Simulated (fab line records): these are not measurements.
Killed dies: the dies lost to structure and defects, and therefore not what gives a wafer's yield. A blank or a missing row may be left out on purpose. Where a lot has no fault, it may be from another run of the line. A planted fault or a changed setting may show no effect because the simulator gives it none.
fab line records	flow n5_finfet
record: lots: 24	wafers: 72	last_day: 17
route steps=1938 shown BEOL_M1@769
lots that met no fault: taken from a fault-free run of the same line
start_h: hours from the record's first day to the start of the lot's first wafer shown	wait_h: how many hours have passed since the lot's step before this one	" repeats the value in the row above	L1.1+2: several wafers, shown together as one row	- no value present, or no start provided	* or withheld: withheld	< > ~ a bound
route shown NAME@n: names a module that has steps shown in the file, with the first one's number in the route	usual: average and standard deviation across the fault-free wafers	same: alike in all rows	chamber/n: place in a boat	sites: each site's reading	_std_site: how widely they spread, as a standard deviation	_edge_site: the outer-site mean with the inner-site mean subtracted	radius_mm: how far each site lies from the wafer's centre	mask NAME#n: copy n	behind: tool/chamber where the wafer was last shaped	hold: reason for holding the lot/hours on hold/outcome of the hold	device: names the non-switching transistor (n, p or np)	end of line: tests run on the same wafers once the route is complete	step lacking rows: just its recipe	killed: dies that structure and defects cost at the first sort, which is not the same as the wafer's yield	map: per-die view of a wafer (x killed, . not killed, _ where there is no die)
set.NAME: the setting that was run; set.NAME@STEP: the one run at that earlier step	model.NAME: the simulator's own value behind a step, which no gauge read
a sample of lots followed through the steps of the route, with each step as a table and each wafer as a row
services: when a tool's chamber went out of use (start_h, in hours from the record's first day, below 0 if earlier), for how many hours, and the reason
== steps ==
step: N5_BEOL_M1_ETCH_63
recipe: chemistry: CF4	target: SiARC	target_depth_a: 156	mask_material: CAR-EUV	time_s: 26	ion_energy_ev: 80	pressure_mtorr: 40	source_w: 545	bias_w: 36	Ar_flow_sccm: 100	cf4_flow_sccm: 100	ends: cleared
usual: drypump_motor_current_A: 5.8/0.39	etch_rf_on_time_s: 26.0/0.56	oes_product_au: 0.69/0.06	rf_vpp_V: 184.2/1.3	showerhead_plenum_p_Torr: 2.15/0.087	throttle_valve_pct: 15.55/0.24
lot.wafer	tool	chamber	start_h	wait_h	drypump_motor_current_A	etch_rf_on_time_s	oes_product_au	rf_hours_counter_h	rf_vpp_V	showerhead_plenum_p_Torr	throttle_valve_pct
L074.2	rie_diel-06	0	121.42	0.0	5.7	26.6	0.63	180	183.1	2.04	15.67
L074.4	"	1	"	"	6.2	25.5	0.77	32	182.0	2.10	15.25
L074.5	"	1	"	"	6.2	25.6	0.76	-	184.5	2.10	15.22
L075.1	rie_diel-02	1	130.85	0.0	5.7	26.0	0.78	30	185.1	2.27	15.23
L075.3	"	2	"	"	6.5	26.1	0.70	64	182.9	2.07	15.83
L075.6	"	3	"	"	5.8	25.2	0.74	-	184.8	2.28	15.19
L076.1	rie_diel-04	1	134.42	0.0	5.6	26.5	0.61	197	184.5	2.14	15.73
L076.2	"	3	"	"	6.0	25.0	0.80	13	185.0	2.18	15.57
L076.3	"	2	"	"	5.4	25.2	0.72	79	182.1	2.07	15.64
L077.2	rie_diel-02	1	136.09	0.0	5.6	26.0	0.78	31	186.1	2.27	15.23
L077.3	"	0	"	"	5.1	25.5	0.66	144	185.0	2.25	15.84
L077.6	"	2	"	"	6.5	26.3	0.69	-	184.1	2.07	15.83
L078.2	rie_diel-02	0	147.65	0.0	5.1	25.5	0.64	147	184.6	2.24	15.85
L078.3	"	1	"	"	5.6	26.2	0.77	35	185.4	2.27	15.24
L078.5	"	2	"	"	6.5	26.5	0.69	-	183.8	2.07	15.83
L079.1	rie_diel-02	2	151.20	0.0	6.5	26.2	0.69	71	183.0	2.07	15.82
L079.4	"	0	"	"	5.1	25.3	0.65	148	184.9	2.24	15.86
L079.6	"	3	"	"	5.9	25.3	0.73	-	185.1	2.28	15.21
L080.2	rie_diel-02	3	156.13	0.0	5.9	25.8	0.72	66	185.9	2.28	15.20
L080.3	"	1	"	"	5.6	26.1	0.77	37	185.8	2.27	15.25
L080.6	"	2	"	"	6.5	26.4	0.68	-	182.7	2.07	15.83
L081.2	rie_diel-06	1	163.82	0.0	6.2	25.7	0.74	46	182.2	2.09	15.28
L081.3	"	2	"	"	6.0	26.5	0.71	75	184.6	2.25	15.37
L081.4	"	0	"	"	5.6	26.8	0.62	192	183.2	2.04	15.69
L082.1	rie_diel-02	1	168.36	0.0	5.7	26.3	0.76	40	186.4	2.27	15.25
L082.2	"	3	"	"	5.9	26.1	0.71	69	185.7	2.28	15.22
L082.4	"	2	"	"	6.5	26.4	0.68	76	183.9	2.07	15.84
L083.1	rie_diel-04	0	176.38	0.0	5.7	26.7	0.79	13	184.1	2.09	15.21
L083.3	"	2	"	"	5.3	25.6	0.71	92	182.9	2.07	15.67
L083.6	"	1	"	"	5.6	26.8	0.60	-	183.9	2.13	15.74
L084.1	rie_diel-06	0	187.24	0.0	5.6	26.4	0.61	200	183.3	2.04	15.71
L084.5	"	0	"	"	5.6	26.5	0.62	-	182.6	2.04	15.72
L084.6	"	2	"	"	6.0	25.9	0.71	-	186.0	2.25	15.39
L085.4	rie_diel-04	2	187.42	0.0	5.3	25.2	0.71	95	182.1	2.07	15.66
L085.5	"	0	"	"	5.6	26.0	0.79	-	183.5	2.09	15.20
L085.6	"	3	"	"	6.0	24.9	0.79	-	184.9	2.18	15.60
L087.2	rie_diel-04	3	205.45	0.0	6.0	25.0	0.78	30	184.2	2.18	15.61
L087.5	"	1	"	"	5.5	26.4	0.59	-	184.3	2.13	15.77
L087.6	"	2	"	"	5.3	25.3	0.71	-	184.1	2.07	15.67
L088.1	rie_diel-06	0	209.39	0.0	5.7	27.2	0.60	207	183.0	2.03	15.71
L088.2	"	1	"	"	6.2	25.8	0.72	58	182.7	2.09	15.27
L088.6	"	1	"	"	6.2	26.0	0.72	-	183.9	2.09	15.27
L086.1	rie_diel-06	0	211.97	0.0	5.6	27.1	0.60	208	182.0	2.03	15.73
L086.3	"	1	"	"	6.2	26.0	0.73	59	185.4	2.09	15.29
L086.4	"	2	"	"	6.0	26.7	0.69	90	185.0	2.25	15.40
L089.1	rie_diel-06	1	212.20	0.0	6.2	25.6	0.73	59	183.8	2.09	15.29
L089.3	"	2	"	"	6.0	26.3	0.70	90	186.3	2.25	15.39
L089.5	"	3	"	"	5.6	26.6	0.64	-	184.7	2.20	15.51
L090.3	rie_diel-02	0	218.87	0.0	5.1	25.6	0.64	168	184.9	2.24	15.89
L090.4	"	3	"	"	5.9	26.1	0.70	85	185.5	2.27	15.25
L090.6	"	1	"	"	5.6	25.8	0.75	-	183.5	2.26	15.27
L091.1	rie_diel-06	0	225.06	0.0	5.7	26.7	0.60	212	180.8	2.03	15.73
L091.3	"	1	"	"	6.2	25.4	0.73	62	183.6	2.09	15.29
L091.5	"	0	"	"	5.6	27.0	0.60	-	182.3	2.03	15.73
L092.1	rie_diel-06	2	230.44	0.0	6.0	26.3	0.70	96	185.5	2.24	15.40
L092.2	"	0	"	"	5.6	26.5	0.61	213	182.6	2.03	15.75
L092.6	"	3	"	"	5.6	26.1	0.63	-	185.8	2.20	15.54
L093.1	rie_diel-04	1	233.39	0.0	5.5	26.4	0.59	225	181.9	2.13	15.80
L093.3	"	0	"	"	5.6	25.8	0.77	29	184.2	2.09	15.25
L093.4	"	3	"	"	6.0	25.1	0.76	40	185.4	2.18	15.62
L094.1	rie_diel-02	1	245.92	0.0	5.6	26.0	0.74	65	186.5	2.26	15.33
L094.5	"	2	"	"	6.5	26.4	0.67	-	183.3	2.06	15.90
L094.6	"	0	"	"	5.1	25.3	0.63	-	186.2	2.23	15.90
L096.1	rie_diel-06	0	249.08	0.0	5.6	26.7	0.61	219	183.7	2.03	15.75
L096.2	"	1	"	"	6.2	25.6	0.71	69	183.0	2.09	15.32
L096.5	"	1	"	"	6.2	25.9	0.72	-	183.1	2.09	15.31
L095.2	rie_diel-04	3	253.56	0.0	6.0	25.0	0.75	45	184.2	2.17	15.65
L095.3	"	2	"	"	5.3	25.4	0.69	115	183.9	2.06	15.70
L095.5	"	3	"	"	6.0	25.1	0.75	-	184.5	2.17	15.66
L097.2	rie_diel-02	2	258.39	0.0	6.5	26.6	0.66	107	183.1	2.06	15.91
L097.3	"	1	"	"	5.6	26.1	0.73	70	186.8	2.26	15.31
L097.6	"	1	"	"	5.6	25.9	0.74	-	185.5	2.26	15.29
step: N5_BEOL_M1_CD_MEAS_18
recipe: pitch_nm: 36	target_cd_nm: 18
usual: cd_nm: 18.1/0.33
lot.wafer	tool	chamber	start_h	wait_h	cd_nm
L074.2	cd_sem-01	-	121.80	0.1	17.7
L074.4	"	-	"	"	17.2
L074.5	"	-	"	"	17.8
L075.1	cd_sem-01	-	131.23	0.1	17.8
L075.3	"	-	"	"	17.8
L075.6	"	-	"	"	18.0
L076.1	cd_sem-02	-	134.79	0.0	18.0
L076.2	"	-	"	"	18.1
L076.3	"	-	"	"	18.4
L077.2	cd_sem-02	-	136.47	0.1	18.1
L077.3	"	-	"	"	18.5
L077.6	"	-	"	"	18.1
L078.2	cd_sem-03	-	148.03	0.1	18.3
L078.3	"	-	"	"	17.8
L078.5	"	-	"	"	18.1
L079.1	cd_sem-01	-	151.58	0.0	17.7
L079.4	"	-	"	"	17.9
L079.6	"	-	"	"	18.2
L080.2	cd_sem-03	-	156.51	0.1	18.0
L080.3	"	-	"	"	18.5
L080.6	"	-	"	"	18.1
L081.2	cd_sem-02	-	164.44	0.1	18.0
L081.3	"	-	"	"	17.8
L081.4	"	-	"	"	17.9
L082.1	cd_sem-03	-	168.91	0.0	17.6
L082.2	"	-	"	"	18.3
L082.4	"	-	"	"	18.4
L083.1	cd_sem-01	-	176.76	0.0	18.7
L083.3	"	-	"	"	18.1
L083.6	"	-	"	"	18.5
L084.1	cd_sem-02	-	187.67	0.0	17.8
L084.5	"	-	"	"	18.0
L084.6	"	-	"	"	18.3
L085.4	cd_sem-01	-	187.80	0.1	18.4
L085.5	"	-	"	"	18.6
L085.6	"	-	"	"	18.2
L087.2	cd_sem-03	-	205.99	0.1	18.1
L087.5	"	-	"	"	18.3
L087.6	"	-	"	"	18.3
L088.1	cd_sem-02	-	209.79	0.0	17.5
L088.2	"	-	"	"	18.3
L088.6	"	-	"	"	17.6
L086.1	cd_sem-01	-	212.35	0.0	18.0
L086.3	"	-	"	"	17.7
L086.4	"	-	"	"	18.5
L089.1	cd_sem-01	-	212.57	0.0	17.9
L089.3	"	-	"	"	17.5
L089.5	"	-	"	"	17.4
L090.3	cd_sem-01	-	219.27	0.1	18.2
L090.4	"	-	"	"	18.2
L090.6	"	-	"	"	18.3
L091.1	cd_sem-02	-	225.44	0.0	18.0
L091.3	"	-	"	"	17.9
L091.5	"	-	"	"	17.9
L092.1	cd_sem-03	-	230.92	0.1	17.8
L092.2	"	-	"	"	17.6
L092.6	"	-	"	"	18.0
L093.1	cd_sem-03	-	233.77	0.0	17.9
L093.3	"	-	"	"	18.3
L093.4	"	-	"	"	18.6
L094.1	cd_sem-02	-	246.30	0.0	18.1
L094.5	"	-	"	"	18.1
L094.6	"	-	"	"	18.5
L096.1	cd_sem-03	-	249.58	0.0	17.6
L096.2	"	-	"	"	18.4
L096.5	"	-	"	"	18.3
L095.2	cd_sem-02	-	253.94	0.1	18.2
L095.3	"	-	"	"	17.7
L095.5	"	-	"	"	18.1
L097.2	cd_sem-01	-	258.76	0.1	18.5
L097.3	"	-	"	"	17.6
L097.6	"	-	"	"	18.0
step: N5_BEOL_M1_OVL_MEAS_29
recipe: points_per_wafer: 522
usual: V0_OVL: -0.1/0.67
lot.wafer	tool	chamber	start_h	wait_h	V0_OVL[nm]
L074.2	overlay-01	0	122.16	0.0	-0.5
L074.4	"	0	"	"	-0.5
L074.5	"	0	"	"	-1.9
L075.1	overlay-02	0	131.58	0.0	-0.2
L075.3	"	0	"	"	0.7
L075.6	"	0	"	"	0.6
L076.1	overlay-02	0	135.14	0.0	-1.0
L076.2	"	0	"	"	0.5
L076.3	"	0	"	"	-0.2
L077.2	overlay-02	0	136.83	0.0	-0.5
L077.3	"	0	"	"	0.2
L077.6	"	0	"	"	-0.1
L078.2	overlay-01	0	148.58	0.0	-0.8
L078.3	"	0	"	"	0.9
L078.5	"	0	"	"	0.0
L079.1	overlay-02	0	152.06	0.0	0.0
L079.4	"	0	"	"	-0.6
L079.6	"	0	"	"	-0.5
L080.2	overlay-01	0	156.99	0.0	-0.1
L080.3	"	0	"	"	1.1
L080.6	"	0	"	"	1.1
L081.2	overlay-02	0	164.79	0.0	-0.4
L081.3	"	0	"	"	-0.9
L081.4	"	0	"	"	-1.6
L082.1	overlay-02	0	169.26	0.0	0.5
L082.2	"	0	"	"	0.5
L082.4	"	0	"	"	0.4
L083.1	overlay-02	0	177.11	0.0	-1.0
L083.3	"	0	"	"	-1.1
L083.6	"	0	"	"	0.0
L084.1	overlay-01	0	188.02	0.0	-0.6
L084.5	"	0	"	"	-0.6
L084.6	"	0	"	"	-0.6
L085.4	overlay-02	0	188.17	0.0	0.2
L085.5	"	0	"	"	0.1
L085.6	"	0	"	"	-0.6
L087.2	overlay-02	0	206.35	0.0	0.3
L087.5	"	0	"	"	0.2
L087.6	"	0	"	"	-0.2
L088.1	overlay-02	0	210.14	0.0	-0.3
L088.2	"	0	"	"	0.6
L088.6	"	0	"	"	0.2
L086.1	overlay-02	0	212.70	0.0	-0.1
L086.3	"	0	"	"	1.0
L086.4	"	0	"	"	-0.5
L089.1	overlay-02	0	212.97	0.0	0.5
L089.3	"	0	"	"	0.2
L089.5	"	0	"	"	0.3
L090.3	overlay-02	0	219.62	0.0	0.2
L090.4	"	0	"	"	-0.4
L090.6	"	0	"	"	0.3
L091.1	overlay-01	0	225.78	0.0	0.8
L091.3	"	0	"	"	-0.3
L091.5	"	0	"	"	0.0
L092.1	overlay-01	0	231.35	0.0	-0.6
L092.2	"	0	"	"	0.0
L092.6	"	0	"	"	0.7
L093.1	overlay-01	0	234.12	0.0	-0.1
L093.3	"	0	"	"	-0.6
L093.4	"	0	"	"	-1.7
L094.1	overlay-01	0	246.65	0.0	-0.1
L094.5	"	0	"	"	-0.2
L094.6	"	0	"	"	-0.1
L096.1	overlay-01	0	249.94	0.0	0.4
L096.2	"	0	"	"	-0.9
L096.5	"	0	"	"	0.5
L095.2	overlay-01	0	254.31	0.0	0.8
L095.3	"	0	"	"	0.7
L095.5	"	0	"	"	-0.1
L097.2	overlay-01	0	259.12	0.0	-0.3
L097.3	"	0	"	"	0.7
L097.6	"	0	"	"	0.1
step: N5_BEOL_M1_ETCH_77
recipe: chemistry: N2/H2	target: underlayer	target_depth_a: 65	mask_material: CAR-EUV	time_s: 5.2	ion_energy_ev: 200	pressure_mtorr: 30	source_w: 840	bias_w: 150	n2_flow_sccm: 200	h2_flow_sccm: 200	ends: cleared
usual: drypump_motor_current_A: 5.7/0.42	etch_rf_on_time_s: 5.20/0.13	oes_product_au: 0.69/0.062	rf_vpp_V: 525/3.1	showerhead_plenum_p_Torr: 2.57/0.1	throttle_valve_pct: 17.82/0.26
lot.wafer	tool	chamber	start_h	wait_h	drypump_motor_current_A	etch_rf_on_time_s	oes_product_au	rf_hours_counter_h	rf_vpp_V	showerhead_plenum_p_Torr	throttle_valve_pct
L074.2	rie_diel-02	1	122.29	0.0	5.6	5.27	0.78	27	528	2.72	17.71
L074.4	"	2	"	"	6.5	5.25	0.70	62	520	2.48	18.14
L074.5	"	1	"	"	5.6	5.27	0.77	-	529	2.72	17.71
L075.1	rie_diel-04	1	131.71	0.0	5.5	5.29	0.61	196	524	2.50	17.77
L075.3	"	2	"	"	5.3	5.05	0.72	78	521	2.45	17.92
L075.6	"	3	"	"	6.0	4.97	0.81	-	526	2.58	17.81
L076.1	rie_diel-04	3	135.50	0.0	6.0	4.98	0.80	14	526	2.58	17.82
L076.2	"	2	"	"	5.3	5.05	0.72	79	522	2.45	17.92
L076.3	"	0	"	"	5.7	5.22	0.84	0	521	2.50	17.46
L077.2	rie_diel-04	3	136.95	0.0	6.0	5.00	0.80	14	527	2.58	17.84
L077.3	"	1	"	"	5.6	5.34	0.60	198	525	2.50	17.77
L077.6	"	0	"	"	5.7	5.29	0.82	-	524	2.50	17.47
L078.2	rie_diel-06	1	148.70	0.0	6.2	5.12	0.76	41	523	2.50	17.55
L078.3	"	2	"	"	6.0	5.25	0.71	71	528	2.67	17.47
L078.5	"	3	"	"	5.6	5.33	0.65	-	527	2.65	17.74
L079.1	rie_diel-02	1	152.49	0.0	5.7	5.30	0.77	36	529	2.72	17.71
L079.4	"	2	"	"	6.5	5.30	0.69	72	520	2.47	18.20
L079.6	"	0	"	"	5.1	5.04	0.66	-	528	2.65	18.03
L080.2	rie_diel-02	0	157.11	0.0	5.1	4.96	0.66	150	528	2.65	18.02
L080.3	"	2	"	"	6.5	5.25	0.68	73	525	2.47	18.17
L080.6	"	0	"	"	5.1	4.99	0.65	-	526	2.65	18.04
L081.2	rie_diel-04	0	164.93	0.0	5.7	5.29	0.81	10	523	2.50	17.48
L081.3	"	1	"	"	5.6	5.32	0.60	207	524	2.50	17.77
L081.4	"	2	"	"	5.3	5.16	0.71	89	521	2.45	17.93
L082.1	rie_diel-04	0	169.39	0.0	5.6	5.18	0.80	10	521	2.50	17.48
L082.2	"	2	"	"	5.3	5.05	0.70	90	523	2.45	17.93
L082.4	"	3	"	"	6.0	5.01	0.79	20	525	2.58	17.85
L083.1	rie_diel-02	0	177.24	0.0	5.1	5.01	0.64	156	529	2.65	18.04
L083.3	"	3	"	"	5.9	5.10	0.72	72	529	2.68	17.28
L083.6	"	0	"	"	5.1	4.97	0.65	-	527	2.65	18.04
L084.1	rie_diel-06	3	188.16	0.0	5.6	5.32	0.64	164	527	2.64	17.76
L084.5	"	0	"	"	5.6	5.37	0.62	-	519	2.41	17.92
L084.6	"	3	"	"	5.6	5.32	0.64	-	526	2.64	17.75
L085.4	rie_diel-02	1	188.28	0.0	5.6	5.27	0.76	47	530	2.71	17.73
L085.5	"	0	"	"	5.1	5.03	0.65	-	527	2.65	18.04
L085.6	"	1	"	"	5.6	5.22	0.75	-	529	2.71	17.72
L087.2	rie_diel-02	1	206.47	0.0	5.6	5.29	0.74	53	526	2.71	17.74
L087.5	"	3	"	"	5.8	5.19	0.70	-	529	2.67	17.29
L087.6	"	2	"	"	6.5	5.32	0.67	-	521	2.46	18.21
L088.1	rie_diel-06	2	210.27	0.0	6.0	5.20	0.70	89	529	2.66	17.53
L088.2	"	1	"	"	6.2	5.14	0.73	58	522	2.49	17.59
L088.6	"	0	"	"	5.6	5.37	0.61	-	521	2.41	17.91
L086.1	rie_diel-02	2	212.82	0.0	6.5	5.36	0.66	91	519	2.46	18.20
L086.3	"	3	"	"	5.8	5.17	0.69	82	526	2.67	17.29
L086.4	"	0	"	"	5.1	5.06	0.64	166	526	2.65	18.04
L089.1	rie_diel-04	0	213.10	0.0	5.6	5.18	0.78	21	523	2.49	17.49
L089.3	"	3	"	"	6.0	4.96	0.77	32	526	2.57	17.87
L089.5	"	3	"	"	6.0	4.96	0.77	-	526	2.57	17.86
L090.3	rie_diel-02	3	219.74	0.0	5.9	5.12	0.70	85	528	2.67	17.27
L090.4	"	0	"	"	5.1	4.98	0.66	168	527	2.65	18.05
L090.6	"	2	"	"	6.5	5.34	0.65	-	521	2.46	18.22
L091.1	rie_diel-02	1	225.91	0.0	5.6	5.21	0.74	59	526	2.71	17.75
L091.3	"	3	"	"	5.8	5.17	0.69	87	529	2.67	17.30
L091.5	"	1	"	"	5.6	5.23	0.73	-	529	2.71	17.73
L092.1	rie_diel-04	2	231.78	0.0	5.4	5.09	0.70	108	523	2.44	17.95
L092.2	"	3	"	"	6.0	5.02	0.75	39	527	2.57	17.88
L092.6	"	1	"	"	5.5	5.26	0.60	-	525	2.49	17.83
L093.1	rie_diel-06	2	234.48	0.0	6.0	5.33	0.68	97	526	2.65	17.52
L093.3	"	3	"	"	5.5	5.35	0.63	178	527	2.64	17.77
L093.4	"	1	"	"	6.2	5.17	0.72	65	522	2.49	17.59
L094.1	rie_diel-06	3	246.78	0.0	5.6	5.29	0.64	182	528	2.63	17.80
L094.5	"	0	"	"	5.6	5.32	0.60	-	520	2.41	17.95
L094.6	"	3	"	"	5.6	5.31	0.63	-	526	2.63	17.80
L096.1	rie_diel-02	0	250.29	0.0	5.1	5.04	0.64	178	525	2.64	18.07
L096.2	"	1	"	"	5.7	5.27	0.72	67	529	2.70	17.77
L096.5	"	2	"	"	6.5	5.26	0.66	-	522	2.46	18.24
L095.2	rie_diel-02	0	254.43	0.0	5.1	5.04	0.63	179	525	2.64	18.07
L095.3	"	1	"	"	5.6	5.28	0.73	68	529	2.70	17.76
L095.5	"	0	"	"	5.1	5.06	0.64	-	526	2.64	18.07
L097.2	rie_diel-02	2	259.24	0.0	6.5	5.30	0.65	108	521	2.46	18.23
L097.3	"	1	"	"	5.6	5.26	0.72	71	528	2.70	17.75
L097.6	"	1	"	"	5.7	5.22	0.72	-	527	2.70	17.76
step: N5_BEOL_M1_SURFACE_TREAT_85
recipe: gas: Ar	time_s: *	ion_energy_ev: *	ion_current_ma_cm2: 0.5	pressure_mtorr: *	ar_flow_sccm: 30
usual: ar_flow_sccm: 30.01/0.086	throttle_valve_pct: *
lot.wafer	tool	chamber	start_h	wait_h	ar_flow_sccm	throttle_valve_pct
L074.2	pvd_sputter-02	-	126.61	0.5	29.95	*
L074.4	"	-	"	"	30.05	*
L074.5	"	-	"	"	30.06	*
L075.1	pvd_sputter-03	-	136.48	0.1	29.99	*
L075.3	"	-	"	"	30.00	*
L075.6	"	-	"	"	29.93	*
L077.2	pvd_sputter-03	-	144.45	0.3	29.99	*
L077.3	"	-	"	"	30.05	*
L077.6	"	-	"	"	29.98	*
L076.1	pvd_sputter-01	-	144.46	0.2	30.04	*
L076.2	"	-	"	"	30.22	*
L076.3	"	-	"	"	30.04	*
L078.2	pvd_sputter-03	-	150.62	0.1	29.95	*
L078.3	"	-	"	"	29.92	*
L078.5	"	-	"	"	29.83	*
L079.1	pvd_sputter-01	-	155.94	0.2	30.14	*
L079.4	"	-	"	"	29.95	*
L079.6	"	-	"	"	30.01	*
L081.2	pvd_sputter-03	-	168.55	0.2	30.09	*
L081.3	"	-	"	"	30.04	*
L081.4	"	-	"	"	29.99	*
L080.2	pvd_sputter-03	-	168.83	0.3	29.92	*
L080.3	"	-	"	"	30.07	*
L080.6	"	-	"	"	29.98	*
L082.1	pvd_sputter-01	-	172.10	0.4	29.98	*
L082.2	"	-	"	"	29.89	*
L082.4	"	-	"	"	30.02	*
L083.1	pvd_sputter-01	-	180.84	0.2	29.98	*
L083.3	"	-	"	"	30.02	*
L083.6	"	-	"	"	29.96	*
L084.1	pvd_sputter-03	-	191.07	0.4	30.05	*
L084.5	"	-	"	"	29.98	*
L084.6	"	-	"	"	29.90	*
L085.4	pvd_sputter-02	-	192.54	0.2	29.94	*
L085.5	"	-	"	"	29.94	*
L085.6	"	-	"	"	29.96	*
L087.2	pvd_sputter-02	-	212.56	0.2	30.06	*
L087.5	"	-	"	"	30.02	*
L087.6	"	-	"	"	30.18	*
L088.1	pvd_sputter-03	-	215.61	0.2	29.99	*
L088.2	"	-	"	"	30.13	*
L088.6	"	-	"	"	29.94	*
L086.1	pvd_sputter-03	-	215.77	0.2	30.03	*
L086.3	"	-	"	"	29.95	*
L086.4	"	-	"	"	29.87	*
L089.1	pvd_sputter-03	-	218.53	0.2	29.98	*
L089.3	"	-	"	"	30.21	*
L089.5	"	-	"	"	29.88	*
L090.3	pvd_sputter-02	-	221.11	0.1	30.07	*
L090.4	"	-	"	"	29.89	*
L090.6	"	-	"	"	30.03	*
L091.1	pvd_sputter-01	-	229.54	0.2	29.94	*
L091.3	"	-	"	"	30.36	*
L091.5	"	-	"	"	29.91	*
L092.1	pvd_sputter-03	-	235.95	0.2	29.96	*
L092.2	"	-	"	"	30.09	*
L092.6	"	-	"	"	29.85	*
L093.1	pvd_sputter-02	-	239.15	0.2	30.08	*
L093.3	"	-	"	"	30.03	*
L093.4	"	-	"	"	29.98	*
L094.1	pvd_sputter-03	-	250.75	0.2	29.95	*
L094.5	"	-	"	"	29.88	*
L094.6	"	-	"	"	29.92	*
L096.1	pvd_sputter-03	-	258.64	0.3	30.09	*
L096.2	"	-	"	"	30.15	*
L096.5	"	-	"	"	29.90	*
L095.2	pvd_sputter-02	-	259.82	0.2	30.00	*
L095.3	"	-	"	"	29.94	*
L095.5	"	-	"	"	29.97	*
L097.2	pvd_sputter-02	-	262.56	0.2	30.03	*
L097.3	"	-	"	"	30.06	*
L097.6	"	-	"	"	30.07	*
step: N5_BEOL_M1_ANNEAL_80
recipe: temp_c: 400	time_s: 240	ambient: vacuum
usual: heater_power_w: 874/72
lot.wafer	tool	chamber	start_h	wait_h	heater_power_w
L074.2	pvd_sputter-02	-	127.76	0.0	840
L074.4	"	-	"	"	941
L074.5	"	-	"	"	952
L075.1	pvd_sputter-01	-	137.41	0.0	716
L075.3	"	-	"	"	953
L075.6	"	-	"	"	836
L077.2	pvd_sputter-02	-	144.97	0.0	928
L077.3	"	-	"	"	910
L077.6	"	-	"	"	928
L076.1	pvd_sputter-01	-	145.12	0.0	826
L076.2	"	-	"	"	715
L076.3	"	-	"	"	838
L078.2	pvd_sputter-02	-	151.16	0.0	941
L078.3	"	-	"	"	821
L078.5	"	-	"	"	919
L079.1	pvd_sputter-01	-	156.53	0.0	956
L079.4	"	-	"	"	706
L079.6	"	-	"	"	837
L081.2	pvd_sputter-03	-	169.17	0.0	951
L081.3	"	-	"	"	831
L081.4	"	-	"	"	853
L080.2	pvd_sputter-02	-	169.43	0.0	952
L080.3	"	-	"	"	917
L080.6	"	-	"	"	948
L082.1	pvd_sputter-02	-	173.25	0.0	930
L082.2	"	-	"	"	836
L082.4	"	-	"	"	951
L083.1	pvd_sputter-01	-	181.70	0.0	842
L083.3	"	-	"	"	933
L083.6	"	-	"	"	690
L084.1	pvd_sputter-03	-	191.65	0.0	787
L084.5	"	-	"	"	794
L084.6	"	-	"	"	818
L085.4	pvd_sputter-02	-	193.10	0.0	952
L085.5	"	-	"	"	946
L085.6	"	-	"	"	915
L087.2	pvd_sputter-02	-	213.26	0.0	949
L087.5	"	-	"	"	929
L087.6	"	-	"	"	936
L088.1	pvd_sputter-02	-	216.22	0.0	919
L088.2	"	-	"	"	933
L088.6	"	-	"	"	863
L086.1	pvd_sputter-03	-	216.35	0.0	764
L086.3	"	-	"	"	963
L086.4	"	-	"	"	933
L089.1	pvd_sputter-02	-	219.05	0.0	912
L089.3	"	-	"	"	863
L089.5	"	-	"	"	865
L090.3	pvd_sputter-03	-	221.67	0.0	845
L090.4	"	-	"	"	772
L090.6	"	-	"	"	893
L091.1	pvd_sputter-03	-	230.15	0.0	902
L091.3	"	-	"	"	838
L091.5	"	-	"	"	770
L092.1	pvd_sputter-02	-	236.63	0.0	915
L092.2	"	-	"	"	915
L092.6	"	-	"	"	935
L093.1	pvd_sputter-03	-	239.85	0.0	888
L093.3	"	-	"	"	825
L093.4	"	-	"	"	783
L094.1	pvd_sputter-01	-	251.32	0.0	950
L094.5	"	-	"	"	840
L094.6	"	-	"	"	710
L096.1	pvd_sputter-03	-	259.40	0.0	780
L096.2	"	-	"	"	837
L096.5	"	-	"	"	911
L095.2	pvd_sputter-02	-	260.52	0.0	912
L095.3	"	-	"	"	955
L095.5	"	-	"	"	935
L097.2	pvd_sputter-01	-	264.96	0.0	689
L097.3	"	-	"	"	853
L097.6	"	-	"	"	844
== services ==
tool	chamber	start_h	hours	kind
rie_diel-04	0	107.21	-	clean
rie_diel-04	0	107.21	-	consumable_replace:focus_ring
rie_diel-04	0	107.21	27.2	scheduled_down
rie_diel-04	0	107.21	27.2	vent_cycle
pvd_sputter-03	-	139.16	3.7	repair
rie_diel-02	3	139.39	2.0	repair
rie_diel-04	3	146.43	9.5	repair
rie_diel-06	1	181.26	7.0	repair
rie_diel-06	2	187.71	4.6	repair
rie_diel-02	3	240.22	32.8	repair
== key ==
fault none
